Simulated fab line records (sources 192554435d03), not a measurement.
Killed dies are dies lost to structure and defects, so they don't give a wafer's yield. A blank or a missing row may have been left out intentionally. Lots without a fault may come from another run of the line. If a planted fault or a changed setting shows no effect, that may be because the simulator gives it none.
fab line records || flow n5Finfet
[record] {"lots": 6, "wafers": 18, "lastDay": 18}
route steps=1938 shown PASSIVATION@1911
lots with no fault: from the same line, run without faults
startH: hours from the record's first day to the start of the lot's first wafer shown || waitH: hours elapsed since this lot's preceding step || " same as the row above || L1.1+2: a row that stands for several wafers || - either no value or no given start || * or withheld: withheld || < > ~ a bound
route shown NAME@n: names a module that has steps shown in the file, with the first one's number in the route || usual: mean/standard deviation taken from wafers without a fault || same: alike in all rows || chamber/n: place in a boat || sites: per-site readings || _std_site: the standard deviation of these || _edge_site: the outer-site mean with the inner-site mean subtracted || radiusMm: for every site, how far away it sits from the centre of the wafer || mask NAME#n: copy n || behind: the last tool/chamber to shape the wafer || hold: the reason the lot was held/the length of the hold in hours/how it ended || device: transistor that didn't switch, given as n, p or np || end of line: the route-end tests of the same wafers || where a step has no rows: the recipe by itself || killed: dies lost to structure and defects at the first sort, not the wafer's yield || map: per-die view of a wafer (x killed, . not killed, _ where there is no die)
set.NAME: the setting that was run; set.NAME@STEP: the one run at that earlier step || model.NAME: the simulator's own value behind a step, which no gauge read
lots seen at some steps along the route; tables by step, rows by wafer
services: when a tool's chamber went out of use (startH, in hours from the record's first day, below 0 if earlier), for how many hours, and the reason
[[steps]]
[step N5_PASSIVATION_STRIP_34]
[recipe] {"chemistry": "O2", "powerW": 600, "tempC": 60, "pressureMtorr": 30, "rfFrequencyHz": 6e+07, "biasPowerW": 0, "overashFraction": 2, "o2FlowSccm": 225}
[usual] {"drypumpMotorCurrentA": "5.9/0.5", "oesProductAu": "0.83/0.087", "rfVppV": "3.8/1.5", "showerheadPlenumPTorr": "2.09/0.094", "throttleValvePct": "16.55/0.21"}
{"lot.wafer": "L702.2", "tool": "rieDiel-04", "chamber": 3, "startH": 291.88, "waitH": 0.4, "drypumpMotorCurrentA": 5.3, "oesProductAu": 0.82, "rfHoursCounterH": 77, "rfVppV": 3.4, "showerheadPlenumPTorr": 2.03, "throttleValvePct": 16.27}
{"lot.wafer": "L702.3", "tool": "rieDiel-04", "chamber": 1, "startH": 291.88, "waitH": 0.4, "drypumpMotorCurrentA": 5.2, "oesProductAu": 0.68, "rfHoursCounterH": 228, "rfVppV": 1.1, "showerheadPlenumPTorr": 1.99, "throttleValvePct": 16.48}
{"lot.wafer": "L702.5", "tool": "rieDiel-04", "chamber": 2, "startH": 291.88, "waitH": 0.4, "drypumpMotorCurrentA": 5.8, "oesProductAu": 0.68, "rfHoursCounterH": "-", "rfVppV": 3.6, "showerheadPlenumPTorr": 2.18, "throttleValvePct": 16.99}
{"lot.wafer": "L713.1", "tool": "rieDiel-06", "chamber": 0, "startH": 377.05, "waitH": 0.1, "drypumpMotorCurrentA": 6.6, "oesProductAu": 0.83, "rfHoursCounterH": 57, "rfVppV": 5.5, "showerheadPlenumPTorr": 2.04, "throttleValvePct": 16.61}
{"lot.wafer": "L713.3", "tool": "rieDiel-06", "chamber": 3, "startH": 377.05, "waitH": 0.1, "drypumpMotorCurrentA": 6.5, "oesProductAu": 0.79, "rfHoursCounterH": 125, "rfVppV": 6.4, "showerheadPlenumPTorr": 1.99, "throttleValvePct": 16.52}
{"lot.wafer": "L713.6", "tool": "rieDiel-06", "chamber": 1, "startH": 377.05, "waitH": 0.1, "drypumpMotorCurrentA": 6.0, "oesProductAu": 0.86, "rfHoursCounterH": "-", "rfVppV": 2.7, "showerheadPlenumPTorr": 2.05, "throttleValvePct": 16.79}
{"lot.wafer": "L715.1", "tool": "rieDiel-06", "chamber": 2, "startH": 385.92, "waitH": 0.1, "drypumpMotorCurrentA": 5.4, "oesProductAu": 0.90, "rfHoursCounterH": 10, "rfVppV": 3.5, "showerheadPlenumPTorr": 2.22, "throttleValvePct": 16.48}
{"lot.wafer": "L715.2", "tool": "rieDiel-06", "chamber": 3, "startH": 385.92, "waitH": 0.1, "drypumpMotorCurrentA": 6.5, "oesProductAu": 0.78, "rfHoursCounterH": 128, "rfVppV": 2.6, "showerheadPlenumPTorr": 1.99, "throttleValvePct": 16.56}
{"lot.wafer": "L715.5", "tool": "rieDiel-06", "chamber": 1, "startH": 385.92, "waitH": 0.1, "drypumpMotorCurrentA": 6.0, "oesProductAu": 0.85, "rfHoursCounterH": "-", "rfVppV": 2.4, "showerheadPlenumPTorr": 2.06, "throttleValvePct": 16.82}
{"lot.wafer": "L718.2", "tool": "rieDiel-06", "chamber": 2, "startH": 387.53, "waitH": 0.2, "drypumpMotorCurrentA": 5.4, "oesProductAu": 0.90, "rfHoursCounterH": 11, "rfVppV": 4.0, "showerheadPlenumPTorr": 2.23, "throttleValvePct": 16.42}
{"lot.wafer": "L718.3", "tool": "rieDiel-06", "chamber": 0, "startH": 387.53, "waitH": 0.2, "drypumpMotorCurrentA": 6.6, "oesProductAu": 0.83, "rfHoursCounterH": 61, "rfVppV": 6.4, "showerheadPlenumPTorr": 2.04, "throttleValvePct": 16.61}
{"lot.wafer": "L718.5", "tool": "rieDiel-06", "chamber": 1, "startH": 387.53, "waitH": 0.2, "drypumpMotorCurrentA": 6.0, "oesProductAu": 0.87, "rfHoursCounterH": "-", "rfVppV": 2.4, "showerheadPlenumPTorr": 2.06, "throttleValvePct": 16.81}
{"lot.wafer": "L719.1", "tool": "rieDiel-04", "chamber": 3, "startH": 402.25, "waitH": 0.2, "drypumpMotorCurrentA": 5.3, "oesProductAu": 0.76, "rfHoursCounterH": 115, "rfVppV": 3.9, "showerheadPlenumPTorr": 2.02, "throttleValvePct": 16.40}
{"lot.wafer": "L719.3", "tool": "rieDiel-04", "chamber": 0, "startH": 402.25, "waitH": 0.2, "drypumpMotorCurrentA": 5.5, "oesProductAu": 0.83, "rfHoursCounterH": 70, "rfVppV": 4.1, "showerheadPlenumPTorr": 2.23, "throttleValvePct": 16.43}
{"lot.wafer": "L719.6", "tool": "rieDiel-04", "chamber": 1, "startH": 402.25, "waitH": 0.2, "drypumpMotorCurrentA": 5.3, "oesProductAu": 0.99, "rfHoursCounterH": "-", "rfVppV": 5.4, "showerheadPlenumPTorr": 2.25, "throttleValvePct": 16.06}
{"lot.wafer": "L722.2", "tool": "rieDiel-05", "chamber": 0, "startH": 429.03, "waitH": 0.1, "drypumpMotorCurrentA": 5.7, "oesProductAu": 0.81, "rfHoursCounterH": 69, "rfVppV": 3.6, "showerheadPlenumPTorr": 2.25, "throttleValvePct": 16.73}
{"lot.wafer": "L722.3", "tool": "rieDiel-05", "chamber": 3, "startH": 429.03, "waitH": 0.1, "drypumpMotorCurrentA": 5.6, "oesProductAu": 0.86, "rfHoursCounterH": 66, "rfVppV": 2.7, "showerheadPlenumPTorr": 2.03, "throttleValvePct": 16.62}
{"lot.wafer": "L722.4", "tool": "rieDiel-05", "chamber": 2, "startH": 429.03, "waitH": 0.1, "drypumpMotorCurrentA": 5.1, "oesProductAu": 0.88, "rfHoursCounterH": 36, "rfVppV": 2.0, "showerheadPlenumPTorr": 2.14, "throttleValvePct": 16.21}
[step N5_PASSIVATION_STRIP_51]
[recipe] {"chemistry": "postEtchResidueRemover", "timeS": 1200, "tempC": 72.5}
[step N5_PASSIVATION_CLEAN_69]
[recipe] {"chemistry": "IPA", "timeS": 180, "tempC": 25}
[step N5_PASSIVATION_SRD_70]
[recipe] {"dry": "ipaMarangoni", "timeS": 30, "tempC": 23, "rinseLiquid": "diw"}
[step N5_PASSIVATION_PECVD_53]
[recipe] {"material": "SiO2", "targetThkA": 8000, "tempC": 400, "precursor": "TEOS/O2", "pressureTorr": 6.5, "rfW": "withheld", "teosFlowSccm": "withheld", "gas": "O2", "flowSccm": 2650, "timeS": 169.4}
[step N5_PASSIVATION_PECVD_35]
[recipe] {"material": "SiNx", "targetThkA": 7000, "tempC": 400, "precursor": "SiH4/NH3/N2", "pressureTorr": 4.9, "rfW": 1406, "timeS": 151.3}
[usual] {"heaterPowerOuterW": "181/88", "heaterPowerW": "399/130", "showerheadPlenumPTorr": "8.66/0.07", "throttleValvePct": "28.9/1.3"}
{"lot.wafer": "L702.2", "tool": "pecvd-03", "chamber": 0, "startH": 292.49, "waitH": 0.1, "heaterPowerOuterW": 191, "heaterPowerW": 408, "showerheadPlenumPTorr": 8.73, "throttleValvePct": 30.5}
{"lot.wafer": "L702.3", "tool": "pecvd-03", "chamber": 2, "startH": 292.49, "waitH": 0.1, "heaterPowerOuterW": 322, "heaterPowerW": 601, "showerheadPlenumPTorr": 8.72, "throttleValvePct": 29.5}
{"lot.wafer": "L702.5", "tool": "pecvd-03", "chamber": 1, "startH": 292.49, "waitH": 0.1, "heaterPowerOuterW": 246, "heaterPowerW": 503, "showerheadPlenumPTorr": 8.69, "throttleValvePct": 28.0}
{"lot.wafer": "L713.1", "tool": "pecvd-01", "chamber": 1, "startH": 377.66, "waitH": 0.1, "heaterPowerOuterW": 135, "heaterPowerW": 350, "showerheadPlenumPTorr": 8.54, "throttleValvePct": 29.4}
{"lot.wafer": "L713.3", "tool": "pecvd-01", "chamber": 2, "startH": 377.66, "waitH": 0.1, "heaterPowerOuterW": 382, "heaterPowerW": 673, "showerheadPlenumPTorr": 8.62, "throttleValvePct": 30.5}
{"lot.wafer": "L713.6", "tool": "pecvd-01", "chamber": 0, "startH": 377.66, "waitH": 0.1, "heaterPowerOuterW": 166, "heaterPowerW": 343, "showerheadPlenumPTorr": 8.60, "throttleValvePct": 28.1}
{"lot.wafer": "L715.1", "tool": "pecvd-02", "chamber": 0, "startH": 386.53, "waitH": 0.1, "heaterPowerOuterW": 110, "heaterPowerW": 296, "showerheadPlenumPTorr": 8.75, "throttleValvePct": 30.6}
{"lot.wafer": "L715.2", "tool": "pecvd-02", "chamber": 2, "startH": 386.53, "waitH": 0.1, "heaterPowerOuterW": 138, "heaterPowerW": 311, "showerheadPlenumPTorr": 8.72, "throttleValvePct": 26.5}
{"lot.wafer": "L715.5", "tool": "pecvd-02", "chamber": 1, "startH": 386.53, "waitH": 0.1, "heaterPowerOuterW": 111, "heaterPowerW": 321, "showerheadPlenumPTorr": 8.62, "throttleValvePct": 28.8}
{"lot.wafer": "L718.2", "tool": "pecvd-03", "chamber": 2, "startH": 388.20, "waitH": 0.1, "heaterPowerOuterW": 249, "heaterPowerW": 516, "showerheadPlenumPTorr": 8.71, "throttleValvePct": 29.7}
{"lot.wafer": "L718.3", "tool": "pecvd-03", "chamber": 0, "startH": 388.20, "waitH": 0.1, "heaterPowerOuterW": 146, "heaterPowerW": 347, "showerheadPlenumPTorr": 8.73, "throttleValvePct": 27.0}
{"lot.wafer": "L718.5", "tool": "pecvd-03", "chamber": 0, "startH": 388.20, "waitH": 0.1, "heaterPowerOuterW": 180, "heaterPowerW": 376, "showerheadPlenumPTorr": 8.73, "throttleValvePct": 26.8}
{"lot.wafer": "L719.1", "tool": "pecvd-01", "chamber": 0, "startH": 402.95, "waitH": 0.1, "heaterPowerOuterW": 141, "heaterPowerW": 313, "showerheadPlenumPTorr": 8.59, "throttleValvePct": 27.9}
{"lot.wafer": "L719.3", "tool": "pecvd-01", "chamber": 0, "startH": 402.95, "waitH": 0.1, "heaterPowerOuterW": 158, "heaterPowerW": 342, "showerheadPlenumPTorr": 8.59, "throttleValvePct": 27.9}
{"lot.wafer": "L719.6", "tool": "pecvd-01", "chamber": 0, "startH": 402.95, "waitH": 0.1, "heaterPowerOuterW": 179, "heaterPowerW": 376, "showerheadPlenumPTorr": 8.59, "throttleValvePct": 28.0}
{"lot.wafer": "L722.2", "tool": "pecvd-02", "chamber": 2, "startH": 429.64, "waitH": 0.1, "heaterPowerOuterW": 89, "heaterPowerW": 245, "showerheadPlenumPTorr": 8.73, "throttleValvePct": 26.9}
{"lot.wafer": "L722.3", "tool": "pecvd-02", "chamber": 1, "startH": 429.64, "waitH": 0.1, "heaterPowerOuterW": 71, "heaterPowerW": 265, "showerheadPlenumPTorr": 8.63, "throttleValvePct": 28.8}
{"lot.wafer": "L722.4", "tool": "pecvd-02", "chamber": 2, "startH": 429.64, "waitH": 0.1, "heaterPowerOuterW": 110, "heaterPowerW": 276, "showerheadPlenumPTorr": 8.73, "throttleValvePct": 26.6}
[step N5_PASSIVATION_HMDS_37]
[recipe] {"timeS": 60, "tempC": 120}
[step N5_PASSIVATION_COAT_38]
[recipe] {"spinRpm": 3000, "resistThkNm": "withheld"}
[step N5_PASSIVATION_EBR_40]
[recipe] {"solvent": "PGMEA", "ebrWidthMm": 1.5}
[step N5_PASSIVATION_SOFTBAKE_39]
[recipe] {"tempC": 110, "timeS": 120}
[step N5_PASSIVATION_EXPOSE_41]
[recipe] {"maskId": "PASS_OPEN", "na": 0.55, "defocusNm": 0, "sourceShape": "conventional", "sigmaOuter": 0.8, "polarization": "unpolarized", "targetCdNm": 40000, "doseMj": 57.25}
[step N5_PASSIVATION_PEB_42]
[recipe] {"pebTempC": "withheld", "pebTimeS": "*"}
[step N5_PASSIVATION_DEVELOP_43]
[recipe] {"developTimeS": 60, "rinseLiquid": "diw", "dry": "airSpin", "devTempC": 21}
[usual] {"chillPlateTempC": "23.00/0.11", "developTimeS": "60/0"}
{"lot.wafer": "L702.2", "tool": "lithoTrack-01", "chamber": 0, "startH": 292.94, "waitH": "-", "chillPlateTempC": 23.06, "developTimeS": 60}
{"lot.wafer": "L702.3", "tool": "lithoTrack-01", "chamber": 0, "startH": 292.94, "waitH": "-", "chillPlateTempC": 23.06, "developTimeS": 60}
{"lot.wafer": "L702.5", "tool": "lithoTrack-01", "chamber": 0, "startH": 292.94, "waitH": "-", "chillPlateTempC": 23.01, "developTimeS": 60}
{"lot.wafer": "L713.1", "tool": "lithoTrack-04", "chamber": "-", "startH": 377.98, "waitH": "-", "chillPlateTempC": "-", "developTimeS": "-"}
{"lot.wafer": "L713.3", "tool": "lithoTrack-04", "chamber": "-", "startH": 377.98, "waitH": "-", "chillPlateTempC": "-", "developTimeS": "-"}
{"lot.wafer": "L713.6", "tool": "lithoTrack-04", "chamber": "-", "startH": 377.98, "waitH": "-", "chillPlateTempC": "-", "developTimeS": "-"}
{"lot.wafer": "L715.1", "tool": "lithoTrack-03", "chamber": "-", "startH": 386.86, "waitH": "-", "chillPlateTempC": "-", "developTimeS": "-"}
{"lot.wafer": "L715.2", "tool": "lithoTrack-03", "chamber": "-", "startH": 386.86, "waitH": "-", "chillPlateTempC": "-", "developTimeS": "-"}
{"lot.wafer": "L715.5", "tool": "lithoTrack-03", "chamber": "-", "startH": 386.86, "waitH": "-", "chillPlateTempC": "-", "developTimeS": "-"}
{"lot.wafer": "L718.2", "tool": "lithoTrack-04", "chamber": 0, "startH": 388.57, "waitH": "-", "chillPlateTempC": 23.01, "developTimeS": 60}
{"lot.wafer": "L718.3", "tool": "lithoTrack-04", "chamber": 0, "startH": 388.57, "waitH": "-", "chillPlateTempC": 23.10, "developTimeS": 60}
{"lot.wafer": "L718.5", "tool": "lithoTrack-04", "chamber": 0, "startH": 388.57, "waitH": "-", "chillPlateTempC": 23.11, "developTimeS": 60}
{"lot.wafer": "L719.1", "tool": "lithoTrack-01", "chamber": 0, "startH": 403.32, "waitH": "-", "chillPlateTempC": 23.09, "developTimeS": 60}
{"lot.wafer": "L719.3", "tool": "lithoTrack-01", "chamber": 0, "startH": 403.32, "waitH": "-", "chillPlateTempC": 23.09, "developTimeS": 60}
{"lot.wafer": "L719.6", "tool": "lithoTrack-01", "chamber": 0, "startH": 403.32, "waitH": "-", "chillPlateTempC": 23.07, "developTimeS": 60}
{"lot.wafer": "L722.2", "tool": "lithoTrack-01", "chamber": 0, "startH": 429.95, "waitH": "-", "chillPlateTempC": 23.05, "developTimeS": 60}
{"lot.wafer": "L722.3", "tool": "lithoTrack-01", "chamber": 0, "startH": 429.95, "waitH": "-", "chillPlateTempC": 23.01, "developTimeS": 60}
{"lot.wafer": "L722.4", "tool": "lithoTrack-01", "chamber": 0, "startH": 429.95, "waitH": "-", "chillPlateTempC": 23.08, "developTimeS": 60}
[step N5_PASSIVATION_HARDBAKE_45]
[recipe] {"tempC": 130, "timeS": 120}
[[services]]
{"tool": "lithoTrack-04", "chamber": "-", "startH": 267.89, "hours": "-", "kind": "consumableReplace:filter"}
{"tool": "pecvd-02", "chamber": "-", "startH": 271.91, "hours": 2.8, "kind": "pm"}
{"tool": "rieDiel-06", "chamber": "-", "startH": 275.37, "hours": 4.3, "kind": "pm"}
{"tool": "pecvd-03", "chamber": "-", "startH": 275.45, "hours": 6.0, "kind": "pm"}
{"tool": "pecvd-01", "chamber": 1, "startH": 276.15, "hours": 2.1, "kind": "scheduledDown"}
{"tool": "pecvd-01", "chamber": "-", "startH": 283.28, "hours": 4.3, "kind": "pm"}
{"tool": "rieDiel-06", "chamber": 2, "startH": 294.86, "hours": 13.9, "kind": "repair"}
{"tool": "rieDiel-04", "chamber": 2, "startH": 302.94, "hours": 7.1, "kind": "repair"}
{"tool": "rieDiel-04", "chamber": 2, "startH": 310.68, "hours": 4.4, "kind": "repair"}
{"tool": "pecvd-03", "chamber": 0, "startH": 324.67, "hours": "-", "kind": "clean"}
{"tool": "rieDiel-05", "chamber": "-", "startH": 333.69, "hours": 15.6, "kind": "pm"}
{"tool": "rieDiel-06", "chamber": 2, "startH": 334.08, "hours": "-", "kind": "clean"}
{"tool": "rieDiel-06", "chamber": 2, "startH": 334.08, "hours": "-", "kind": "consumableReplace:focusRing"}
{"tool": "rieDiel-06", "chamber": 2, "startH": 334.08, "hours": "-", "kind": "consumableReplace:showerhead"}
{"tool": "rieDiel-06", "chamber": 2, "startH": 334.08, "hours": 21.2, "kind": "scheduledDown"}
{"tool": "rieDiel-06", "chamber": 2, "startH": 334.08, "hours": 21.2, "kind": "ventCycle"}
{"tool": "rieDiel-04", "chamber": 3, "startH": 347.13, "hours": 14.3, "kind": "repair"}
{"tool": "rieDiel-06", "chamber": 3, "startH": 352.68, "hours": 16.5, "kind": "repair"}
{"tool": "lithoTrack-01", "chamber": "-", "startH": 353.04, "hours": "-", "kind": "consumableReplace:filter"}
{"tool": "pecvd-03", "chamber": 1, "startH": 384.24, "hours": 4.1, "kind": "repair"}
{"tool": "pecvd-01", "chamber": 1, "startH": 391.85, "hours": 13.1, "kind": "repair"}
{"tool": "rieDiel-04", "chamber": 2, "startH": 400.23, "hours": 9.9, "kind": "repair"}
{"tool": "pecvd-03", "chamber": "-", "startH": 402.36, "hours": 4.7, "kind": "repair"}
{"tool": "pecvd-03", "chamber": "-", "startH": 413.98, "hours": 1.4, "kind": "repair"}
[[key]]
[firstSign] {"step": "N5_PASSIVATION_DEVELOP_43", "reading": "toolRecord", "direction": "missing"}
effect none on later readings
metAt N5_PASSIVATION_DEVELOP_43
struckWafers L713.1,L713.3,L713.6,L715.1,L715.2,L715.5
laterRowsLeftOut L713.1,L713.3,L713.6,L715.1,L715.2,L715.5
sortLeftOut L713.1,L713.3,L713.6,L715.1,L715.2,L715.5
[fault] {"kind": "skippedStepWhole", "tool": "lithoTrack-03,lithoTrack-04", "chamber": "-", "onsetH": 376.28, "steps": "N5_PASSIVATION_DEVELOP_43", "scope": "struckLotsOnly"}
// sortLeftOut: the simulated sort isn't trusted on such a fault, so these wafers' sort isn't shown, and their yield isn't known
// laterRowsLeftOut: the simulator's readings of these wafers behind a module that went badly wrong aren't trusted and aren't shown, but for the sort
